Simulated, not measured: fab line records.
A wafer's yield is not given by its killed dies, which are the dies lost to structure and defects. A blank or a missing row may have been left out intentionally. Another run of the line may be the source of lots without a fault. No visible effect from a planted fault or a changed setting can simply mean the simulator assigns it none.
Code-filled problem report in 8D (eight disciplines) form | flow nandHarc | the parts of the form that need people (team, actions taken, sign-off) are left out

== 1. PROBLEM STATEMENT ==
Wafers without a fault read 188.44 W, standard deviation 0.14; heaterPowerTotalW at NHARC_P_M0_SOFTBAKE_04 reads a mean of 179.07 W on 6 wafers belonging to 2 lots. That puts it -67 standard deviations away from the usual mean.
The step: time 55 s.
The first sign was on wafer L129.1 at day 9 15:00, on lithoTrack-01. The record holds 36 wafers of 12 lots with a number at this step. By rule, "out" or "out of limits" means more than 4 standard deviations away from the usual mean. Any other wafer with a number is counted as sound.

== 2. WHAT IT IS AND WHAT IT IS NOT ==
question                    | is                     | is not
which readings at this step | heaterPowerTotalW      | exhaustPa
which lots                  | L129, L132             | L122, L123, L124, L133, L135, L137, L139, L140, L141, L143
which wafers of those lots  | all that have a number | -
read on which tools         | lithoTrack-01          | lithoTrack-04, lithoTrack-06
when                        | from day 9 15:00       | up to then (9 sound wafers); but 21 sound wafers of L133, L135, L137, L139, L140, L141, L143 came after

== 3. SUSPECTS, AND WHAT RULES EACH OUT ==
Counting: a tool stays on the suspect list if, at a process step up to the reading, it processed all lots that are out and no sound lot following the first of them.
- lithoTrack-01 at NHARC_P_M0_SOFTBAKE_04 (time 55 s): ruled out as a lasting fault. Sound lots L139 ran on it after its first lot that is out, L129 (day 9 15:00).
Left after counting: nothing in the record.

== 4. THE CAUSE (what the simulator had put in) ==
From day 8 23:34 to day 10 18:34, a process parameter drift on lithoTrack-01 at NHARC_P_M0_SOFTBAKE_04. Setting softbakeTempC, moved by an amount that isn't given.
Counting ruled it out, wrongly.

== 5. SEQUENCE OF EFFECTS, ordered by route ==
One row per reading whose mean, taken over the struck wafers that have a number, lies over 3 standard deviations from the usual. Scope: only readings with a usual standard deviation given in the record; hours: median across lots of the time from each lot's start at the first step in this table that gives one to its start at this step; sigmas: change in usual standard deviations.
hours | step                   | reading           | usual    | on struck wafers | change | sigmas
0     | NHARC_P_M0_SOFTBAKE_04 | heaterPowerTotalW | 188.44 W | 179.07           | -9.37  | -67
The process steps in it:
- NHARC_P_M0_SOFTBAKE_04: time 55 s.
At these later measuring or inspecting steps, every struck wafer for which the step has a row has a number for every such reading, and none has moved that far: NHARC_P_M0_OVL_MEAS_10, NHARC_END_SORT_01.

== 6. WHAT WOULD HAVE CAUGHT IT SOONER ==
First out-of-limits reading in this record: day 9 15:00, which is 15 hours after fault onset at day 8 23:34.
